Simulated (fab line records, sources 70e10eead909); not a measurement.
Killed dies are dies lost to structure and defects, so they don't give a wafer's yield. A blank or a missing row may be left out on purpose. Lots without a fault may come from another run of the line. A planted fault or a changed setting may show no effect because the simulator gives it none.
A struck lot beside a sound one | flow nand_harc | 12 steps out of a route of 1302
Sound: wafers L249.1, L249.2, L249.3. Struck: wafer L246.3. (L246.5, L246.6 of the same lot were not struck and are left out.) The cause comes at the end.
At each step with rows: each side's tool, then ch and its chambers, then its first start. Under that, the readings that differ: sound wafers | struck wafers | difference of the means | sigmas: that difference in standard deviations of wafers without a fault.
alike: readings whose means differ by less than 2 such deviations, and words and numbers that are the same on both sides. not compared: withheld readings, readings that some wafer has no value for, bounds like >300 that may hide the same value, and numbers for which the record gives no deviation and whose values overlap.
The two part at a step that has a row with sigmas, a row that says differs or no value, or rows on one side only. Numbers that don't overlap but have no deviation are shown without sigmas and don't part them. A reading that every wafer of one side lacks parts them only if that side has two wafers or more.

first, 2 steps without rows for these wafers: NHARC_A_STAIRCASE_HARDBAKE_185 (time 140 s); NHARC_A_STAIRCASE_DESCUM_186 (chemistry O2, time 3 s).
NHARC_A_STAIRCASE_TRIM_187: chemistry O2, time 211.2 s.
  sound on rie_diel-02 ch 0,1,3, day 22 12:35; struck on rie_diel-03 ch 0, day 20 22:19
  reading                | sound             | struck | difference | sigmas
  oes_product_au (a.u.)  | 1.007 0.996 0.996 | 0.978  | -0.022     | -2
  rf_hours_counter_h (h) | 33 35 35          | 6      | -28        |
  alike: drypump_motor_current_A, rf_vpp_V, run_length_s, showerhead_plenum_p_Torr, throttle_valve_pct
then, 1 step without rows for these wafers: NHARC_A_STAIRCASE_ETCH_188 (etches the open film in C4F8/O2, target depth 100 nm, time 40.5 s).
NHARC_A_STAIRCASE_TRIM_189: chemistry O2, time 211.2 s.
  sound on rie_diel-02 ch 0,1,2; struck on rie_diel-03 ch 2
  reading                | sound    | struck | difference | sigmas
  rf_hours_counter_h (h) | 33 35 35 | 4      | -30        |
  alike: drypump_motor_current_A, oes_product_au, rf_vpp_V, run_length_s, showerhead_plenum_p_Torr, throttle_valve_pct
NHARC_A_STAIRCASE_ETCH_190: etches the open film in C4F8/O2, target depth 100 nm, time 40.5 s.
  sound on rie_diel-02 ch 0,2,3; struck on rie_diel-03 ch 2
  reading                | sound    | struck | difference | sigmas
  rf_hours_counter_h (h) | 33 33 35 | 4      | -30        |
  alike: oes_product_au, rf_vpp_V
NHARC_A_STAIRCASE_TRIM_191: chemistry O2, time 211.2 s.
  sound on rie_diel-02 ch 0,1,2; struck on rie_diel-03 ch 0
  reading                | sound             | struck | difference | sigmas
  oes_product_au (a.u.)  | 0.996 0.996 1.005 | 0.977  | -0.022     | -2
  rf_hours_counter_h (h) | 35 33 35          | 6      | -28        |
  alike: drypump_motor_current_A, rf_vpp_V, run_length_s, showerhead_plenum_p_Torr, throttle_valve_pct
then, 1 step without rows for these wafers: NHARC_A_STAIRCASE_ETCH_192 (etches the open film in C4F8/O2, target depth 100 nm, time 40.5 s).
NHARC_A_STAIRCASE_TRIM_193: chemistry O2, time 211.2 s.
  sound on rie_diel-02 ch 1,2,3; struck on rie_diel-03 ch 1
  reading                | sound             | struck | difference | sigmas
  rf_hours_counter_h (h) | 34 33 36          | 6      | -28        |
  run_length_s (s)       | 232.3 231.8 232.2 | 232.9  | +0.8       | +2
  alike: drypump_motor_current_A, oes_product_au, rf_vpp_V, showerhead_plenum_p_Torr, throttle_valve_pct
then, 1 step without rows for these wafers: NHARC_A_STAIRCASE_ETCH_194 (etches the open film in C4F8/O2, target depth 100 nm, time 40.5 s).
NHARC_A_STAIRCASE_TRIM_196: chemistry O2, time 211.2 s.
  sound on rie_diel-02 ch 0,2,3, day 22 13:40; struck on rie_diel-11 ch 0, day 20 23:38
  reading                     | sound             | struck | difference | sigmas
  drypump_motor_current_A (A) | 5.2 5.2 4.9       | 6.3    | +1.2       | +3
  rf_hours_counter_h (h)      | 34 36 34          | 9      | -26        |
  run_length_s (s)            | 231.9 232.0 232.5 | 167.0  | -65.1      | -99 or more
  alike: oes_product_au, rf_vpp_V, showerhead_plenum_p_Torr, throttle_valve_pct
then, 1 step without rows for these wafers: NHARC_A_STAIRCASE_ETCH_197 (etches the open film in C4F8/O2, target depth 100 nm, time 40.5 s).

WHERE THEY PART
First at NHARC_A_STAIRCASE_TRIM_187; last, within this record, at NHARC_A_STAIRCASE_TRIM_196.

WHY: what the simulator had put in
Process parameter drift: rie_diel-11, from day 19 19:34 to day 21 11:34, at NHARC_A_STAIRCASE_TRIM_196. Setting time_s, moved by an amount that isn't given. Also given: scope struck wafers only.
